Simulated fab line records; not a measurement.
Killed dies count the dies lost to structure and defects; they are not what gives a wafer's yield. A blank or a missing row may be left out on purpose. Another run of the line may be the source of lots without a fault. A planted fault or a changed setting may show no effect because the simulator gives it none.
Which tool did it? | flow n5-finfet | Sampling: 10 lots, 30 wafers, 6 of 1938 route steps

## WHAT THE GAUGES SHOWED, per wafer
N5_MOL_CONTACT_COAG_CD_MEAS_40: target cd 25.1 nm.
lot  | measured     | on        | cd-nm (nm)
L075 | day 5 09:43  | cd-sem-01 | 24.84 25.41 24.92
L077 | day 5 21:05  | cd-sem-02 | 25.21 24.35 24.23
L079 | day 6 11:11  | cd-sem-02 | 24.89 24.90 25.06
L081 | day 6 20:42  | cd-sem-03 | 24.44 24.75 24.61
L083 | day 7 11:40  | cd-sem-02 | 25.08 25.32 25.07
L087 | day 8 09:14  | cd-sem-01 | 24.82 24.92 25.13
L089 | day 8 22:29  | cd-sem-01 | 25.16 25.19 25.22
L091 | day 9 08:50  | cd-sem-02 | 24.95 24.79 25.21
L094 | day 10 06:14 | cd-sem-01 | 24.80 25.46 25.10
L096 | day 10 20:14 | cd-sem-02 | 24.49 24.81 25.04

## TOOL THAT RAN EACH LOT (tool first, then ch and the chambers of the sampled wafers, then the start)
lot  | N5_HKMG_FIN_ETCH_67               | N5_HKMG_FIN_CMP_94            | N5_GATE_CUT_DESCUM_18              | N5_GATE_CUT_ETCH_19                | N5_MOL_CONTACT_COAG_ANNEAL_113
L075 | rie-diel-04 ch 1,3, day 4 11:23   | cmp-03 ch 2,3, day 4 13:13    | rie-diel-01 ch 0,1, day 4 17:08    | rie-diel-01 ch 0,1, day 4 17:26    | rtp-anneal-01 ch 0, day 5 01:10
L077 | rie-diel-05 ch 0,1,2, day 4 23:44 | cmp-02 ch 1,2,3, day 5 01:35  | rie-diel-03 ch 0,1,3, day 5 05:27  | rie-diel-03 ch 0,1,3, day 5 05:44  | rtp-anneal-02 ch 0, day 5 14:26
L079 | rie-diel-04 ch 0,1, day 5 14:29   | cmp-03 ch 0,2,3, day 5 16:22  | rie-diel-03 ch 0,2,3, day 5 20:29  | rie-diel-03 ch 0,2,3, day 5 20:46  | rtp-anneal-01 ch 0, day 6 03:55
L081 | rie-diel-06 ch 0,1,3, day 6 00:18 | cmp-02 ch 0,1,3, day 6 02:07  | rie-diel-01 ch 0,1,3, day 6 06:03  | rie-diel-01 ch 0,1,3, day 6 06:20  | rtp-anneal-02 ch 0, day 6 13:15
L083 | rie-diel-05 ch 1,2, day 6 14:34   | cmp-02 ch 0,2, day 6 16:36    | rie-diel-01 ch 1,2,3, day 6 20:38  | rie-diel-01 ch 1,2,3, day 6 20:55  | rtp-anneal-01 ch 0, day 7 03:28
L087 | rie-diel-04 ch 0,2, day 7 10:34   | cmp-03 ch 0,1,3, day 7 12:21  | rie-diel-01 ch 0,2, day 7 17:01    | rie-diel-01 ch 0,2, day 7 17:18    | rtp-anneal-02 ch 0, day 8 01:36
L089 | rie-diel-06 ch 0,2,3, day 8 00:02 | cmp-01 ch 0,1,2, day 8 01:51  | rie-diel-01 ch 1,2, day 8 05:51    | rie-diel-01 ch 1,2, day 8 06:08    | rtp-anneal-02 ch 0, day 8 13:19
L091 | rie-diel-06 ch 0,2,3, day 8 12:08 | cmp-02 ch 0,1,3, day 8 13:54  | rie-diel-02 ch 0,1,2, day 8 18:05  | rie-diel-02 ch 0,1,2, day 8 18:22  | rtp-anneal-02 ch 0, day 9 02:15
L094 | rie-diel-05 ch 1,3, day 9 06:49   | cmp-02 ch 1,2, day 9 08:44    | rie-diel-03 ch 0,1, day 9 12:58    | rie-diel-03 ch 0,1, day 9 13:14    | rtp-anneal-02 ch 0, day 9 21:17
L096 | rie-diel-05 ch 0,1,3, day 9 23:58 | cmp-03 ch 0,1,3, day 10 01:45 | rie-diel-01 ch 0,1,2, day 10 05:58 | rie-diel-01 ch 0,1,2, day 10 06:14 | rtp-anneal-02 ch 0, day 10 12:34
- N5_HKMG_FIN_ETCH_67: etches SOC in N2/H2, stops on TiN, target depth 388.9 nm.
- N5_HKMG_FIN_CMP_94: polishes, stops on SiNx, t overpolish 4.7 s, target thk 43.299 nm.
- N5_GATE_CUT_DESCUM_18: chemistry O2, time 7 s.
- N5_GATE_CUT_ETCH_19: etches SiNx in CH3F/O2, target depth 53.7 nm, time 76.7 s.
- N5_MOL_CONTACT_COAG_ANNEAL_113: time 300 s.

## THE ANSWER, worked out from the rows above alone
Rule: the usual values come from the lots themselves. The widest of any qualifying gaps counts: lots, ordered by their means at a reading, are off when they make up no more than a third of the lots, leave a main group of 4 or more, and stand apart from it by 3 or more times the standard deviation of that group's means. A main group is skipped when, at the precision printed for the reading in the tables above, its means are all equal. A lot without any number at a reading at which 4 lots or more have one is off too. Where the step has rows for the other lots, those lots are counted as sound.
Nothing can be told from this: no lot is off at any reading shown.

## WHAT HAD BEEN PUT IN BY THE SIMULATOR
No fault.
